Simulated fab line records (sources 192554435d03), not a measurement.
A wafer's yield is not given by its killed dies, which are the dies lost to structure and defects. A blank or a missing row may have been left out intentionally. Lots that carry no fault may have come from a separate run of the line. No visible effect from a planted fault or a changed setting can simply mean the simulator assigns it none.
Chamber matching	flow n5Finfet	3 sister chambers for N5_BEOL_M4_PRE_CLEAN_60 on cvdCo-02
The step time 15 s. 6 wafers are shown with their chamber, then 12 later ones without.

EACH WAFER AND ITS CHAMBER
wafer	chamber	heaterPowerW (W)
L092.1	1	83
L093.3	0	96
L093.4	2	84
L094.2	0	96
L094.3	2	81
L094.5	1	82

WAFERS WHOSE CHAMBER IS MISSING
wafer	heaterPowerW (W)
L095.1	81
L095.2	95
L095.3	82
L095.4	82
L095.5	81
L095.6	97
L096.4	98
L096.5	82
L096.6	81
L097.1	85
L097.4	95
L097.5	83

CHAMBER TAKEN BY EACH
wafer	from the rows above	in truth
L095.1	can't be placed: 1 or 2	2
L095.2	0	0
L095.3	can't be placed: 1 or 2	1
L095.4	can't be placed: 1 or 2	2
L095.5	can't be placed: 1 or 2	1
L095.6	0	0
L096.4	0	0
L096.5	can't be placed: 1 or 2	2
L096.6	can't be placed: 1 or 2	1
L097.1	can't be placed: 1 or 2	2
L097.4	0	0
L097.5	can't be placed: 1 or 2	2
Placed correctly: 4 of 12. From these rows, 8 cannot be placed; in 8 the true chamber is one of the candidates. 0 placed wrongly.
How it was worked out, from the rows above alone: a wafer's distance from a chamber is the root of the sum, over the readings, of the square of ((its reading less the chamber's mean) divided by the reading's scatter). The wafer belongs to the nearest chamber; if the next one is less than 2 further off, it can't be placed. A chamber's mean is the mean of its shown wafers. The scatter is the square root of a quotient: the sum, over the shown wafers, of each reading's squared deviation from its chamber's mean, divided by wafers minus chambers.
